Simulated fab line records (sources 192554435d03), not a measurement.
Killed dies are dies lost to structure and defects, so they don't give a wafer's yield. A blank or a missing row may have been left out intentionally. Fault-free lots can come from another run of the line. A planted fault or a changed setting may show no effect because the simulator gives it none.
Split-lot study || flow n5 finfet || 21 wafers read across 7 lots, on a route 1938 steps long

## SPLIT DETAILS
At N5_BEOL_M11_COAT_05 (resist thk 90 nm), the setting spin rpm was moved away from the recipe's 1500 rpm on 4 of the 21 wafers read, by -7.6% to +7.9%. All remaining wafers had this setting at the recipe value.

## FROM THE SPLIT TO THE READING: what the file shows between them, 5 steps
- N5_BEOL_M11_EBR_07
- N5_BEOL_M11_SOFTBAKE_06: time 60 s
- N5_BEOL_M11_EXPOSE_08: exposes mask M11
- N5_BEOL_M11_PEB_09: peb time 60 s
- N5_BEOL_M11_DEVELOP_10: develop time 30 s

## THE READING
CAR-ArF_of_BEOL_M11_COAT_05.thk nm (the simulator's own value, which no gauge read), in nm, at N5_BEOL_M11_DESCUM_16 (chemistry O2, time 7.9 s). The file does not state a usual value for it. Here, 17 wafers ran the recipe; their average is 83.4 nm with a standard deviation of 0.15 nm.

{"wafer": "L076.1", "tool, chamber at the split": "litho track-05, 0", "spin rpm as run, rpm": 1500, "against the recipe": "recipe", "CAR-ArF_of_BEOL_M11_COAT_05.thk nm, nm": 83.4, "against lot-mates on the recipe": "-"}
{"wafer": "L076.2", "tool, chamber at the split": "litho track-05, 0", "spin rpm as run, rpm": 1619, "against the recipe": "+7.9%", "CAR-ArF_of_BEOL_M11_COAT_05.thk nm, nm": 79.8, "against lot-mates on the recipe": -3.6}
{"wafer": "L076.3", "tool, chamber at the split": "litho track-05, 0", "spin rpm as run, rpm": 1619, "against the recipe": "+7.9%", "CAR-ArF_of_BEOL_M11_COAT_05.thk nm, nm": 79.6, "against lot-mates on the recipe": -3.8}
{"wafer": "L075.1", "tool, chamber at the split": "litho track-05, 0", "spin rpm as run, rpm": 1500, "against the recipe": "recipe", "CAR-ArF_of_BEOL_M11_COAT_05.thk nm, nm": 83.4, "against lot-mates on the recipe": "-"}
{"wafer": "L075.6", "tool, chamber at the split": "litho track-05, 0", "spin rpm as run, rpm": 1500, "against the recipe": "recipe", "CAR-ArF_of_BEOL_M11_COAT_05.thk nm, nm": 83.4, "against lot-mates on the recipe": "-"}
{"wafer": "L075.5", "tool, chamber at the split": "litho track-05, 0", "spin rpm as run, rpm": 1500, "against the recipe": "recipe", "CAR-ArF_of_BEOL_M11_COAT_05.thk nm, nm": 83.2, "against lot-mates on the recipe": "-"}
{"wafer": "L080.1", "tool, chamber at the split": "litho track-03, 0", "spin rpm as run, rpm": 1500, "against the recipe": "recipe", "CAR-ArF_of_BEOL_M11_COAT_05.thk nm, nm": 83.6, "against lot-mates on the recipe": "-"}
{"wafer": "L080.3", "tool, chamber at the split": "litho track-03, 0", "spin rpm as run, rpm": 1500, "against the recipe": "recipe", "CAR-ArF_of_BEOL_M11_COAT_05.thk nm, nm": 83.4, "against lot-mates on the recipe": "-"}
{"wafer": "L080.5", "tool, chamber at the split": "litho track-03, 0", "spin rpm as run, rpm": 1500, "against the recipe": "recipe", "CAR-ArF_of_BEOL_M11_COAT_05.thk nm, nm": 83.4, "against lot-mates on the recipe": "-"}
{"wafer": "L083.2", "tool, chamber at the split": "litho track-05, 0", "spin rpm as run, rpm": 1500, "against the recipe": "recipe", "CAR-ArF_of_BEOL_M11_COAT_05.thk nm, nm": 83.2, "against lot-mates on the recipe": "-"}
{"wafer": "L083.3", "tool, chamber at the split": "litho track-05, 0", "spin rpm as run, rpm": 1500, "against the recipe": "recipe", "CAR-ArF_of_BEOL_M11_COAT_05.thk nm, nm": 83.4, "against lot-mates on the recipe": "-"}
{"wafer": "L083.4", "tool, chamber at the split": "litho track-05, 0", "spin rpm as run, rpm": 1500, "against the recipe": "recipe", "CAR-ArF_of_BEOL_M11_COAT_05.thk nm, nm": 83, "against lot-mates on the recipe": "-"}
{"wafer": "L092.1", "tool, chamber at the split": "litho track-05, 0", "spin rpm as run, rpm": 1500, "against the recipe": "recipe", "CAR-ArF_of_BEOL_M11_COAT_05.thk nm, nm": 83.4, "against lot-mates on the recipe": "-"}
{"wafer": "L092.4", "tool, chamber at the split": "litho track-05, 0", "spin rpm as run, rpm": 1500, "against the recipe": "recipe", "CAR-ArF_of_BEOL_M11_COAT_05.thk nm, nm": 83.2, "against lot-mates on the recipe": "-"}
{"wafer": "L092.5", "tool, chamber at the split": "litho track-05, 0", "spin rpm as run, rpm": 1586, "against the recipe": "+5.7%", "CAR-ArF_of_BEOL_M11_COAT_05.thk nm, nm": 80.8, "against lot-mates on the recipe": -2.5}
{"wafer": "L094.1", "tool, chamber at the split": "litho track-01, 0", "spin rpm as run, rpm": 1500, "against the recipe": "recipe", "CAR-ArF_of_BEOL_M11_COAT_05.thk nm, nm": 83.4, "against lot-mates on the recipe": "-"}
{"wafer": "L094.2", "tool, chamber at the split": "litho track-01, 0", "spin rpm as run, rpm": 1500, "against the recipe": "recipe", "CAR-ArF_of_BEOL_M11_COAT_05.thk nm, nm": 83.4, "against lot-mates on the recipe": "-"}
{"wafer": "L094.4", "tool, chamber at the split": "litho track-01, 0", "spin rpm as run, rpm": 1500, "against the recipe": "recipe", "CAR-ArF_of_BEOL_M11_COAT_05.thk nm, nm": 83.6, "against lot-mates on the recipe": "-"}
{"wafer": "L096.1", "tool, chamber at the split": "litho track-05, 0", "spin rpm as run, rpm": 1500, "against the recipe": "recipe", "CAR-ArF_of_BEOL_M11_COAT_05.thk nm, nm": 83.2, "against lot-mates on the recipe": "-"}
{"wafer": "L096.2", "tool, chamber at the split": "litho track-05, 0", "spin rpm as run, rpm": 1500, "against the recipe": "recipe", "CAR-ArF_of_BEOL_M11_COAT_05.thk nm, nm": 83.4, "against lot-mates on the recipe": "-"}
{"wafer": "L096.3", "tool, chamber at the split": "litho track-05, 0", "spin rpm as run, rpm": 1386, "against the recipe": "-7.6%", "CAR-ArF_of_BEOL_M11_COAT_05.thk nm, nm": 87.2, "against lot-mates on the recipe": "+3.9"}

THE FIT
A straight line over all 21 wafers: CAR-ArF_of_BEOL_M11_COAT_05.thk nm changes by -0.472 nm for each +1% of spin rpm; r = -0.99; the points scatter about the line by 0.16 nm.
The same after taking each lot's own level away (the mean of its wafers on the recipe; 21 wafers): -0.476 nm for each +1%; r = -1.00; scatter 0.13 nm.
That fit puts the effect of the largest move of spin rpm on the reading at 3.8 nm.
Across the lots, their own levels run from 83.20 to 83.47 nm, a range of 1.8 times the standard deviation given above.
So the lot-to-lot level changes the slope little: the two slopes agree.
Check: -3.81 nm against its lot-mates is what the line predicts for one of the wafers moved furthest among these (+7.9%) when that wafer is left out of the fit. Against them it came out at -3.6 nm.

## THE OTHER SPLITS THESE WAFERS WENT THROUGH
Before the reading, these wafers also passed through other splits. Each is held against what the fit with the lots' levels taken away leaves over:
{"other split on the same wafers": "N5_BEOL_M10_PEB_26 peb time s", "wafers away from the commonest value": 8, "r with CAR-ArF_of_BEOL_M11_COAT_05.thk nm (lot level and that fit taken away)": "+0.09"}
{"other split on the same wafers": "N5_BEOL_M11_COAT_60 spin rpm", "wafers away from the commonest value": 6, "r with CAR-ArF_of_BEOL_M11_COAT_05.thk nm (lot level and that fit taken away)": "+0.25"}

## THE WHOLE CHAIN: every reading that the file lists as answering this split, in the file's order
{"step": "N5_BEOL_M11_COAT_05", "what it does": "resist thk 90 nm", "reading": "CAR-ArF_of_BEOL_M11_COAT_05.thk nm (the simulator's own value, which no gauge read)", "change (the file's fit)": "-0.458 nm for each +1% of the setting", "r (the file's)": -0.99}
{"step": "N5_BEOL_M11_DEVELOP_10", "what it does": "develop time 30 s", "reading": "CAR-ArF_of_BEOL_M11_COAT_05.thk nm (the simulator's own value, which no gauge read)", "change (the file's fit)": "-0.467 nm for each +1% of the setting", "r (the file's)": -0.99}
{"step": "N5_BEOL_M11_DESCUM_16", "what it does": "chemistry O2, time 7.9 s", "reading": "CAR-ArF_of_BEOL_M11_COAT_05.thk nm (the simulator's own value, which no gauge read)", "change (the file's fit)": "-0.477 nm for each +1% of the setting", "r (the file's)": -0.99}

## FILE'S OWN FIT
CAR-ArF_of_BEOL_M11_COAT_05.thk nm changes by -0.477 nm for each +1% of spin rpm, r = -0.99.
